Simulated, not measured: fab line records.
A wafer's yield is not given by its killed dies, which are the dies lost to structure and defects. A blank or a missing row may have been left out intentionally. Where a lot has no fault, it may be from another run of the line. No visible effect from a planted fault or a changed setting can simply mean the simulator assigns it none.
fab line records	flow n5Finfet
record lots=6	wafers=18	lastDay=18
route steps=1938 shown BEOL_M8@1393 BEOL_M9@1401
lots untouched by any fault: they come from a run of this same line in which no faults occurred
startH: start of the lot's first displayed wafer, in hours after the record's first day	waitH: hours from the lot's prior step to this one	" unchanged from the row above	L1.1+2: one row covering several wafers at once	- no value, or no start given	* or withheld: withheld	< > ~ a bound
route shown NAME@n: a module of which the file shows steps, and the number in the route of the first	usual: the fault-free wafers' mean and standard deviation	same: alike in all rows	chamber/n: place in a boat	sites: each site's reading	_std_site: their standard deviation	_edge_site: inner sites' mean taken away from outer sites' mean	radiusMm: how far each site lies from the wafer's centre	mask NAME#n: copy n	behind: the tool/chamber that last shaped the wafer	hold: cause of the lot's hold/its duration in hours/its outcome	device: whichever transistor did not switch (one of n, p or np)	end of line: tests of these same wafers at the route's end	for a step that has no rows: nothing shown but its recipe	killed: not the wafer's yield, but the dies lost to structure and defects at the first sort	map: dies across one wafer; x = killed, . = not, _ = none there
set.NAME: setting as actually run; set.NAME@STEP: the setting as run at that earlier step	model.NAME: the simulator's own value behind a step, which no gauge read
lots at some steps of the route; a table a step, a row a wafer
services: a tool's chamber out of use, with start hour (startH, from the record's first day; less than 0 if before it), hours out, and reason
## steps
# step N5_BEOL_M8_ECD_50
# recipe material=Cu	targetThkA=3000
# step N5_BEOL_M8_ANNEAL_51
# recipe tempC=225	timeS=90	ambient=N2
# step N5_BEOL_M8_CMP_52
# recipe stopOn=SiCOH_lowk	tOverpolishS=6.9	downForcePsi=1	platenRpm=50	clearingPlatenDownForcePsi=1.5	clearingPlatenRpm=50	postCmpClean=cuAlkaline	targetThkNm=80	clearingPlatenPadVelocityMS=0.99484	padVelocityMS=0.99484
# step N5_BEOL_M8_THK_MEAS_53
# recipe thkMeasGauge=xrf	reads=Cu_of_BEOL_M8_ECD_50
# usual M8_THK=79.6/1.7
lot.wafer	tool	chamber	startH	waitH	M8_THK[nm]
L128.3	filmMetro-01	-	219.58	-	82.2
L128.4	"	-	"	"	80.7
L128.6	"	-	"	"	79.7
L135.2	filmMetro-02	-	261.26	-	81.0
L135.4	"	-	"	"	79.9
L135.6	"	-	"	"	79.6
L136.1	filmMetro-01	-	269.76	-	81.9
L136.3	"	-	"	"	79.6
L136.4	"	-	"	"	80.2
L143.4	filmMetro-02	-	301.95	-	78.5
L143.5	"	-	"	"	79.7
L143.6	"	-	"	"	79.9
L150.2	filmMetro-02	-	341.31	-	80.6
L150.4	"	-	"	"	82.5
L150.5	"	-	"	"	80.8
L144.1	filmMetro-01	-	355.95	-	80.0
L144.2	"	-	"	"	78.7
L144.5	"	-	"	"	78.6
# step N5_BEOL_M8_PRE_CLEAN_55
# recipe gas=NH3	timeS=15	tempC=withheld	rfPowerW=300
# step N5_BEOL_M8_DEP_56
# recipe material=SiCN	targetThkA=100	tempC=withheld	precursor=3MS/NH3	pressureTorr=3	rfW=202	timeS=17.5
# step N5_BEOL_M8_RS_MEAS_57
# recipe thkMeasGauge=four-point-probe	reads=Cu_of_BEOL_M8_ECD_50+Co_of_BEOL_M8_CVD_78+TaN_of_BEOL_M8_ALD_77
# usual M8_RS=0.288/0.0068
lot.wafer	tool	chamber	startH	waitH	M8_RS[ohm/sq]
L128.3	filmMetro-01	-	219.72	0.1	0.277
L128.4	"	-	"	"	0.284
L128.6	"	-	"	"	0.286
L135.2	filmMetro-02	-	261.39	0.1	0.281
L135.4	"	-	"	"	0.286
L135.6	"	-	"	"	0.289
L136.1	filmMetro-01	-	269.89	0.1	0.276
L136.3	"	-	"	"	0.286
L136.4	"	-	"	"	0.285
L143.4	filmMetro-01	-	302.10	0.0	0.292
L143.5	"	-	"	"	0.287
L143.6	"	-	"	"	0.287
L150.2	filmMetro-02	-	341.44	0.1	0.283
L150.4	"	-	"	"	0.275
L150.5	"	-	"	"	0.283
L144.1	filmMetro-01	-	356.08	0.1	0.290
L144.2	"	-	"	"	0.293
L144.5	"	-	"	"	0.297
# step N5_BEOL_M8_INSPECT_58
# recipe inspectInstrument=darkfield	mode=postDep
# usual rawDefectCount=71/20
lot.wafer	tool	chamber	startH	waitH	rawDefectCount
L128.3	defectInspect-02	-	219.74	0.0	52
L128.4	"	-	"	"	34
L128.6	"	-	"	"	83
L135.2	defectInspect-01	-	261.41	0.0	63
L135.4	"	-	"	"	51
L135.6	"	-	"	"	113
L136.1	defectInspect-01	-	269.92	0.0	92
L136.3	"	-	"	"	73
L136.4	"	-	"	"	114
L143.4	defectInspect-01	-	302.12	0.0	87
L143.5	"	-	"	"	63
L143.6	"	-	"	"	52
L150.2	defectInspect-01	-	341.47	0.0	115
L150.4	"	-	"	"	71
L150.5	"	-	"	"	73
L144.1	defectInspect-01	-	356.10	0.0	78
L144.2	"	-	"	"	89
L144.5	"	-	"	"	37
# step N5_BEOL_M9_ILD_DEP_00
# recipe material=SiCOH_lowk	targetThkA=3085.1	tempC=300	precursor=DEMS/porogen	pressureTorr=5	rfW=500	timeS=58
# usual chamberPressureTorr=5.000/0.012	heaterPowerOuterW=149/37	heaterPowerW=315/56	showerheadPlenumPTorr=5.735/0.016	showerheadVppV=1377/51	throttleValvePct=13.6/0.68
lot.wafer	tool	chamber	startH	waitH	chamberPressureTorr	heaterPowerOuterW	heaterPowerW	showerheadPlenumPTorr	showerheadVppV	throttleValvePct
L128.3	pecvd-01	1	219.78	0.0	4.999	124	258	5.779	1385	14.2
L128.4	"	1	"	"	4.999	130	270	5.764	1395	13.8
L128.6	"	2	"	"	4.998	102	236	5.716	1421	12.9
L135.2	pecvd-01	1	261.45	0.0	5.004	111	245	5.775	1404	13.9
L135.4	"	1	"	"	5.018	117	242	5.761	1410	14.1
L135.6	"	0	"	"	4.983	123	258	5.739	1335	13.7
L136.1	pecvd-04	0	269.95	0.0	5.001	122	269	5.738	1281	13.3
L136.3	"	2	"	"	5.019	214	406	5.738	1361	13.2
L136.4	"	0	"	"	5.012	123	280	5.743	1333	13.5
L143.4	pecvd-04	1	302.19	0.1	5.001	172	370	5.727	1401	13.2
L143.5	"	0	"	"	5.006	107	264	5.724	1348	13.4
L143.6	"	2	"	"	5.000	231	411	5.731	1383	13.1
L150.2	pecvd-04	2	341.51	0.0	4.984	230	421	5.730	1363	13.0
L150.4	"	1	"	"	5.010	179	378	5.732	1371	13.1
L150.5	"	0	"	"	4.979	116	270	5.730	1323	13.6
L144.1	pecvd-04	0	356.14	0.0	5.007	117	263	5.723	1326	13.5
L144.2	"	1	"	"	5.010	187	384	5.718	1381	13.1
L144.5	"	1	"	"	5.013	183	380	5.722	1410	12.9
# step N5_BEOL_M9_CURE_71
# recipe tempC=385	timeS=240	ambient=He/Ar	material=SiCOH_lowk
# usual lampPowerPct=52.32/0.056	wafer_temp_C_max=386.8/0.61
lot.wafer	tool	chamber	startH	waitH	lampPowerPct	wafer_temp_C_max
L128.3	uvCure-03	1	220.02	0.2	52.32	386.5
L128.4	"	1	"	"	52.33	387.6
L128.6	"	1	"	"	52.47	387.3
L135.2	uvCure-01	2	261.81	0.3	52.30	386.3
L135.4	"	2	"	"	52.29	386.1
L135.6	"	2	"	"	52.24	386.0
L136.1	uvCure-03	2	270.03	0.0	52.29	386.1
L136.3	"	2	"	"	52.34	385.9
L136.4	"	2	"	"	52.29	386.9
L143.4	uvCure-02	2	303.09	0.9	52.36	387.2
L143.5	"	2	"	"	52.28	386.7
L143.6	"	2	"	"	52.34	386.8
L150.2	uvCure-01	2	341.66	0.1	52.31	386.1
L150.4	"	2	"	"	52.33	386.3
L150.5	"	2	"	"	52.38	386.5
L144.1	uvCure-02	0	356.25	0.1	52.29	386.4
L144.2	"	0	"	"	52.46	386.6
L144.5	"	0	"	"	52.28	386.8
# step N5_BEOL_M9_THK_MEAS_01
# recipe reads=SiCOH_lowk_of_BEOL_M9_ILD_DEP_00
# usual M9_ILD_THK=268/3.2
lot.wafer	tool	chamber	startH	waitH	M9_ILD_THK[nm]
L128.3	filmMetro-01	-	220.37	0.3	266
L128.4	"	-	"	"	272
L128.6	"	-	"	"	274
L135.2	filmMetro-02	-	262.24	0.4	262
L135.4	"	-	"	"	266
L135.6	"	-	"	"	270
L136.1	filmMetro-02	-	270.54	0.4	266
L136.3	"	-	"	"	273
L136.4	"	-	"	"	269
L143.4	filmMetro-02	-	303.36	0.2	267
L143.5	"	-	"	"	270
L143.6	"	-	"	"	271
L150.2	filmMetro-01	-	342.10	0.4	266
L150.4	"	-	"	"	269
L150.5	"	-	"	"	271
L144.1	filmMetro-01	-	356.77	0.4	264
L144.2	"	-	"	"	264
L144.5	"	-	"	"	266
# step N5_BEOL_M9_PECVD_70
# recipe material=SiO2	targetThkA=200	tempC=400	precursor=TEOS/O2	pressureTorr=5.5	rfW=450	teosFlowSccm=53.8	gas=O2	flowSccm=3000	timeS=22.7
# step N5_BEOL_M9_HM_DEP_02
# recipe material=TiN	targetThkA=200	tempC=25	chamberPressurePa=0.49996
# usual chamberPressurePa=0.5000/0.00091	substrateTempC=25.00/0.11	throttleValvePct=30.2/1.1
lot.wafer	tool	chamber	startH	waitH	chamberPressurePa	substrateTempC	throttleValvePct
L128.3	pvdSputter-01	-	222.90	2.5	0.5004	25.09	30.2
L128.4	"	-	"	"	0.5011	25.12	30.3
L128.6	"	-	"	"	0.5008	25.00	29.7
L135.2	pvdSputter-01	-	262.69	0.4	-	-	-
L135.4	"	-	"	"	-	-	-
L135.6	"	-	"	"	-	-	-
L136.1	pvdSputter-03	-	272.67	2.1	-	-	-
L136.3	"	-	"	"	-	-	-
L136.4	"	-	"	"	-	-	-
L143.4	pvdSputter-03	-	304.16	0.7	0.5020	25.13	32.7
L143.5	"	-	"	"	0.5001	25.00	31.9
L143.6	"	-	"	"	0.4992	25.00	30.2
L150.2	pvdSputter-01	-	344.25	2.1	0.5007	24.94	30.2
L150.4	"	-	"	"	0.4987	25.19	29.2
L150.5	"	-	"	"	0.4996	24.93	30.2
L144.1	pvdSputter-03	-	357.98	1.2	0.4986	24.59	32.5
L144.2	"	-	"	"	0.5000	24.98	30.1
L144.5	"	-	"	"	0.5005	25.03	29.0
# step N5_BEOL_M9_COAT_59
# recipe resist=SOC	tempC=250	timeS=60	spinRpm=1500	resistThkNm=100
# step N5_BEOL_M9_COAT_60
# recipe resist=SiARC	tempC=220	timeS=60	spinRpm=1500	resistThkNm=30
# step N5_BEOL_M9_COAT_05
# recipe resist=CAR-ArF	spinRpm=1500	resistThkNm=90
# step N5_BEOL_M9_EBR_07
# recipe solvent=PGMEA	ebrWidthMm=1.5
# step N5_BEOL_M9_SOFTBAKE_06
# recipe tempC=110	timeS=60	resist=CAR-ArF
# step N5_BEOL_M9_EXPOSE_08
# recipe maskId=M9	na=1.35	sourceShape=dipole	sigmaInner=0.411	sigmaOuter=0.611	polarization=te	doseMj=53.75
# step N5_BEOL_M9_PEB_09
# recipe pebTempC=withheld	pebTimeS=60	resist=CAR-ArF
# step N5_BEOL_M9_DEVELOP_10
# recipe developTimeS=30	developer=TMAH	resist=CAR-ArF	rinseLiquid=diw	dry=airSpin	devTempC=23
# step N5_BEOL_M9_CD_MEAS_11
# recipe targetCdNm=64.1	landingEnergyEv=500	detector=seInlens	polarity=opening
# usual cdNm=64.0/0.39
lot.wafer	tool	chamber	startH	waitH	cdNm
L128.3	cdSem-03	0	223.27	-	64.6
L128.4	"	0	"	"	63.8
L128.6	"	0	"	"	64.4
L135.2	cdSem-01	0	263.20	-	63.8
L135.4	"	0	"	"	64.5
L135.6	"	0	"	"	64.4
L136.1	cdSem-03	0	273.16	-	63.8
L136.3	"	0	"	"	64.4
L136.4	"	0	"	"	63.5
L143.4	cdSem-02	0	304.54	-	64.5
L143.5	"	0	"	"	63.6
L143.6	"	0	"	"	64.4
L150.2	cdSem-03	0	344.74	-	64.5
L150.4	"	0	"	"	64.4
L150.5	"	0	"	"	64.1
L144.1	cdSem-02	0	358.48	-	64.0
L144.2	"	0	"	"	64.2
L144.5	"	0	"	"	64.5
# step N5_BEOL_M9_OVL_MEAS_12
# recipe pointsPerWafer=44
# usual M9_OVL=0.1/0.71
lot.wafer	tool	chamber	startH	waitH	M9_OVL[nm]
L128.3	overlay-02	0	223.30	0.0	0.8
L128.4	"	0	"	"	1.4
L128.6	"	0	"	"	1.0
L135.2	overlay-01	0	263.22	0.0	0.0
L135.4	"	0	"	"	0.5
L135.6	"	0	"	"	0.1
L136.1	overlay-01	0	273.19	0.0	-0.7
L136.3	"	0	"	"	0.1
L136.4	"	0	"	"	-0.9
L143.4	overlay-01	0	304.56	0.0	-0.6
L143.5	"	0	"	"	-1.7
L143.6	"	0	"	"	-1.3
L150.2	overlay-01	0	344.77	0.0	0.4
L150.4	"	0	"	"	0.9
L150.5	"	0	"	"	0.2
L144.1	overlay-01	0	358.51	0.0	0.1
L144.2	"	0	"	"	1.1
L144.5	"	0	"	"	0.5
# step N5_BEOL_M9_INSPECT_13
# recipe mode=adi	inspectInstrument=brightfield
# usual rawDefectCount=404/86
lot.wafer	tool	chamber	startH	waitH	rawDefectCount
L128.3	defectInspect-02	-	223.33	0.0	368
L128.4	"	-	"	"	348
L128.6	"	-	"	"	439
L135.2	defectInspect-02	-	263.25	0.0	245
L135.4	"	-	"	"	201
L135.6	"	-	"	"	311
L136.1	defectInspect-02	-	273.22	0.0	309
L136.3	"	-	"	"	250
L136.4	"	-	"	"	290
L143.4	defectInspect-01	-	304.59	0.0	427
L143.5	"	-	"	"	261
L143.6	"	-	"	"	494
L150.2	defectInspect-02	-	344.80	0.0	342
L150.4	"	-	"	"	441
L150.5	"	-	"	"	333
L144.1	defectInspect-02	-	358.53	0.0	693
L144.2	"	-	"	"	541
L144.5	"	-	"	"	517
# step N5_BEOL_M9_DESCUM_16
# recipe chemistry=O2	timeS=7.9	sourcePowerW=50	biasPowerW=20	pressureMtorr=20	rfFrequencyHz=2.712e+07	tempC=40	resist=CAR-ArF	o2FlowSccm=225
# step N5_BEOL_M9_ETCH_61
# recipe chemistry=CF4	target=SiARC	targetDepthA=390	maskMaterial=CAR-ArF	timeS=65	ionEnergyEv=80	pressureMtorr=40	sourceW=545	biasW=36	Ar_flow_sccm=100	cf4FlowSccm=100	ends=cleared
# usual drypumpMotorCurrentA=5.7/0.44	etchRfOnTimeS=64.7/1.1	oesProductAu=0.68/0.057	rfVppV=184.2/1.4	showerheadPlenumPTorr=2.16/0.079	throttleValvePct=15.61/0.18
lot.wafer	tool	chamber	startH	waitH	drypumpMotorCurrentA	etchRfOnTimeS	oesProductAu	rfHoursCounterH	rfVppV	showerheadPlenumPTorr	throttleValvePct
L128.3	rieDiel-04	1	223.39	0.0	5.3	62.9	0.72	62	181.5	2.09	15.86
L128.4	"	0	"	"	6.3	66.0	0.62	188	183.4	2.12	15.58
L128.6	"	2	"	"	4.8	64.6	0.62	-	185.3	2.21	15.49
L135.2	rieDiel-04	0	263.39	0.0	6.3	66.6	0.61	201	183.4	2.12	15.61
L135.4	"	2	"	"	4.8	64.9	0.61	205	185.1	2.21	15.53
L135.6	"	0	"	"	6.2	66.8	0.61	-	185.0	2.12	15.59
L136.1	rieDiel-04	1	273.29	0.0	5.4	62.9	0.71	77	183.7	2.08	15.91
L136.3	"	0	"	"	6.3	66.0	0.61	202	184.8	2.12	15.62
L136.4	"	2	"	"	4.8	64.3	0.61	207	183.6	2.21	15.54
L143.4	rieDiel-03	1	305.25	0.0	6.0	65.5	0.60	229	182.1	2.03	15.69
L143.5	"	2	"	"	6.2	65.3	0.68	-	184.7	2.16	15.52
L143.6	"	1	"	"	6.0	65.3	0.61	-	181.0	2.03	15.71
L150.2	rieDiel-05	2	344.94	0.0	5.4	65.1	0.68	129	185.2	2.23	15.57
L150.4	"	1	"	"	5.3	63.9	0.69	115	186.0	2.24	15.49
L150.5	"	3	"	"	5.3	66.0	0.75	-	182.5	2.10	15.22
L144.1	rieDiel-03	2	358.60	0.0	6.2	65.0	0.67	126	184.0	2.15	15.56
L144.2	"	3	"	"	6.1	63.6	0.73	80	186.0	2.26	15.77
L144.5	"	2	"	"	6.2	65.5	0.67	-	185.2	2.15	15.56
# step N5_BEOL_M9_ETCH_62
# recipe chemistry=N2/H2	target=SOC	targetDepthA=1100	overetchA=220	maskMaterial=SiARC	tempC=40	timeS=165	ionEnergyEv=200	pressureMtorr=30	sourceW=840	biasW=150	n2FlowSccm=200	h2FlowSccm=200
# step N5_BEOL_M9_STRIP_68
# recipe chemistry=N2/H2	tempC=40	n2FlowSccm=200	h2FlowSccm=200	rfFrequencyHz=6e+07
# step N5_BEOL_M9_STRIP_67
# recipe chemistry=CF4	resist=SiARC	powerW=300	biasPowerW=75	pressureMtorr=50	cf4FlowSccm=150	rfFrequencyHz=6e+07
# usual drypumpMotorCurrentA=5.7/0.44	oesProductAu=0.79/0.064	rfVppV=271.4/1.7	showerheadPlenumPTorr=1.81/0.066	throttleValvePct=13.59/0.17
lot.wafer	tool	chamber	startH	waitH	drypumpMotorCurrentA	oesProductAu	rfHoursCounterH	rfVppV	showerheadPlenumPTorr	throttleValvePct
L128.3	rieDiel-04	1	223.59	0.0	5.4	0.83	62	272.3	1.75	13.80
L128.4	"	0	"	"	6.2	0.74	188	270.7	1.78	13.58
L128.6	"	2	"	"	4.8	0.72	-	271.8	1.86	13.52
L135.2	rieDiel-04	0	263.58	0.0	6.3	0.72	201	270.4	1.78	13.60
L135.4	"	2	"	"	4.7	0.71	205	274.2	1.85	13.55
L135.6	"	0	"	"	6.3	0.73	-	271.2	1.78	13.62
L136.1	rieDiel-04	1	273.48	0.0	5.4	0.81	77	270.6	1.75	13.84
L136.3	"	0	"	"	6.3	0.72	203	270.5	1.78	13.63
L136.4	"	2	"	"	4.8	0.72	207	272.7	1.85	13.55
L143.4	rieDiel-03	1	305.45	0.0	6.0	0.71	229	268.3	1.70	13.69
L143.5	"	2	"	"	6.2	0.79	-	272.6	1.82	13.51
L143.6	"	1	"	"	6.0	0.71	-	269.5	1.70	13.70
L150.2	rieDiel-05	2	345.14	0.0	5.4	0.80	129	273.3	1.87	13.55
L150.4	"	1	"	"	5.3	0.79	115	273.5	1.87	13.45
L150.5	"	3	"	"	5.3	0.90	-	269.5	1.76	13.17
L144.1	rieDiel-03	2	358.80	0.0	6.2	0.78	126	270.8	1.81	13.55
L144.2	"	3	"	"	6.1	0.83	80	273.3	1.89	13.70
L144.5	"	2	"	"	6.1	0.79	-	271.0	1.81	13.53
# step N5_BEOL_M9_HM_OPEN_17
# recipe chemistry=Cl2/BCl3	targetDepthA=200	overetchA=60	target=TiN	maskMaterial=SOC	ionEnergyEv=150	pressureMtorr=10	icpW=1000	biasW=126	Cl2_flow_sccm=53.25	bcl3FlowSccm=21.75	Ar_flow_sccm=25
# usual drypumpMotorCurrentA=5.9/0.44	oesProductAu=0.61/0.047	throttleValvePct=21.96/0.17
lot.wafer	tool	chamber	startH	waitH	drypumpMotorCurrentA	oesProductAu	rfHoursCounterH	throttleValvePct	model.etch.depthNm
L128.3	rieMetal-01	0	223.66	0.1	6.0	0.57	-	21.93	20.04
L128.4	"	1	"	"	6.6	0.65	-	21.69	19.81
L128.6	"	1	"	"	6.6	0.64	-	21.70	19.98
L135.2	rieMetal-01	1	263.63	0.0	6.5	0.28	44	22.35	0
L135.4	"	0	"	"	6.0	0.25	-	22.59	0
L135.6	"	0	"	"	6.0	0.25	-	22.60	0
L136.1	rieMetal-01	1	273.52	0.0	6.6	0.28	45	22.35	0
L136.3	"	1	"	"	6.5	0.29	-	22.35	0
L136.4	"	0	"	"	6.0	0.25	-	22.60	0
L143.4	rieMetal-01	0	305.53	0.1	6.0	0.55	-	21.97	19.49
L143.5	"	0	"	"	6.0	0.56	-	21.95	19.88
L143.6	"	1	"	"	6.6	0.63	-	21.72	19.62
L150.2	rieMetal-01	0	345.19	0.0	6.0	0.56	101	21.96	19.73
L150.4	"	1	"	"	6.5	0.63	-	21.73	19.57
L150.5	"	0	"	"	6.0	0.55	-	21.97	19.82
L144.1	rieMetal-03	1	358.84	0.0	5.8	0.59	83	22.11	20.26
L144.2	"	0	"	"	5.4	0.60	77	22.18	20.16
L144.5	"	0	"	"	5.4	0.60	-	22.18	20.4
# step N5_BEOL_M9_STRIP_19
# recipe chemistry=O2	powerW=400	tempC=40	pressureMtorr=30	rfFrequencyHz=6e+07	biasPowerW=0	overashFraction=0.2	o2FlowSccm=225
# usual drypumpMotorCurrentA=5.7/0.45	oesProductAu=0.79/0.069	rfVppV=3.6/0.6	showerheadPlenumPTorr=2.10/0.081	throttleValvePct=16.68/0.19
lot.wafer	tool	chamber	startH	waitH	drypumpMotorCurrentA	oesProductAu	rfHoursCounterH	rfVppV	showerheadPlenumPTorr	throttleValvePct
L128.3	rieDiel-05	1	223.74	0.1	5.4	0.86	68	3.7	2.21	16.43
L128.4	"	0	"	"	6.3	0.85	62	3.3	2.04	16.87
L128.6	"	1	"	"	5.3	0.85	-	3.5	2.21	16.45
L135.2	rieDiel-04	1	263.74	0.1	5.4	0.83	76	3.9	2.03	16.93
L135.4	"	2	"	"	4.7	0.71	205	3.3	2.16	16.54
L135.6	"	3	"	"	6.0	0.73	-	3.2	1.99	16.65
L136.1	rieDiel-05	1	273.63	0.1	5.4	0.84	86	5.3	2.21	16.48
L136.3	"	0	"	"	6.3	0.83	80	4.3	2.04	16.91
L136.4	"	3	"	"	5.3	0.99	1	2.9	2.06	16.19
L143.4	rieDiel-03	0	305.61	0.1	5.4	0.73	187	3.7	2.08	16.87
L143.5	"	2	"	"	6.2	0.80	-	4.0	2.11	16.51
L143.6	"	1	"	"	6.0	0.70	-	4.8	1.99	16.79
L150.2	rieDiel-03	0	345.44	0.2	5.4	0.72	207	3.5	2.07	16.92
L150.4	"	2	"	"	6.2	0.78	122	3.4	2.10	16.53
L150.5	"	3	"	"	6.1	0.84	-	2.9	2.21	16.79
L144.1	rieDiel-05	3	358.95	0.1	5.3	0.89	34	3.4	2.05	16.25
L144.2	"	0	"	"	6.3	0.79	114	2.9	2.03	16.96
L144.5	"	3	"	"	5.3	0.91	-	4.0	2.05	16.26
# step N5_BEOL_M9_CD_MEAS_18
# recipe pitchNm=140	targetCdNm=70
# usual cdNm=69.9/0.45
lot.wafer	tool	chamber	startH	waitH	cdNm
L128.3	cdSem-01	-	223.81	0.1	70.9
L128.4	"	-	"	"	69.6
L128.6	"	-	"	"	70.0
L135.2	cdSem-02	-	263.82	0.1	-
L135.4	"	-	"	"	-
L135.6	"	-	"	"	-
L136.1	cdSem-02	-	273.70	0.0	-
L136.3	"	-	"	"	-
L136.4	"	-	"	"	-
L143.4	cdSem-03	-	305.69	0.1	70.0
L143.5	"	-	"	"	70.0
L143.6	"	-	"	"	70.2
L150.2	cdSem-01	-	345.51	0.1	70.4
L150.4	"	-	"	"	70.6
L150.5	"	-	"	"	69.9
L144.1	cdSem-01	-	359.02	0.0	70.5
L144.2	"	-	"	"	70.3
L144.5	"	-	"	"	70.3
# step N5_BEOL_M9_COAT_63
# recipe resist=SOC	tempC=250	timeS=60	spinRpm=1500	resistThkNm=60
## services
tool	chamber	startH	hours	kind
uvCure-02	-	200.93	1.8	repair
rieDiel-04	3	210.71	1.6	repair
pecvd-04	2	239.49	10.0	repair
rieDiel-05	3	242.10	-	clean
rieDiel-05	3	242.10	-	consumableReplace:focusRing
rieDiel-05	1	245.40	1.7	repair
rieDiel-04	2	270.32	2.7	repair
uvCure-01	-	272.45	1.2	repair
rieMetal-03	-	279.19	0.3	repair
rieDiel-04	2	293.38	3.7	repair
uvCure-01	-	301.21	7.1	pm
pecvd-01	0	308.57	10.3	repair
rieMetal-01	-	311.80	2.8	pm
uvCure-01	-	315.45	0.8	repair
uvCure-02	-	320.65	1.0	pm
pecvd-04	-	324.79	6.0	pm
pecvd-01	-	334.76	2.8	pm
uvCure-02	-	335.99	0.7	repair
pvdSputter-03	-	340.49	2.0	repair
rieDiel-03	1	352.01	-	clean
rieDiel-03	1	352.01	-	consumableReplace:focusRing
rieDiel-03	1	352.01	-	consumableReplace:showerhead
rieDiel-03	1	352.01	10.5	scheduledDown
rieDiel-03	1	352.01	10.5	ventCycle
## key
firstSign step=N5_BEOL_M9_HM_DEP_02	reading=toolRecord	direction=missing
effect step=N5_BEOL_M9_HM_OPEN_17	reading=oesProductAu	direction=down	sigmas=7.4	usual=0.61	struck=0.27
effect step=N5_BEOL_M9_CD_MEAS_18	reading=cdNm	direction=missing
modelEffect step=N5_BEOL_M9_HM_OPEN_17	value=etch.depthNm	without=20.12	struck=0
metAt N5_BEOL_M9_HM_DEP_02
struckWafers L135.2,L135.4,L135.6,L136.1,L136.3,L136.4
laterRowsLeftOut L135.2,L135.4,L135.6,L136.1,L136.3,L136.4
sortLeftOut L135.2,L135.4,L135.6,L136.1,L136.3,L136.4
onsetBetween 222.90 262.69
fault kind=skippedStepWhole	tool=pvdSputter-01,pvdSputter-03	chamber=-	onsetH=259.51	steps=N5_BEOL_M9_HM_DEP_02	scope=struckLotsOnly
# sortLeftOut: the simulated sort isn't trusted on such a fault, so these wafers' sort isn't shown, and their yield isn't known
# laterRowsLeftOut: the simulator's readings of these wafers behind a module that went badly wrong aren't trusted and aren't shown, but for the sort
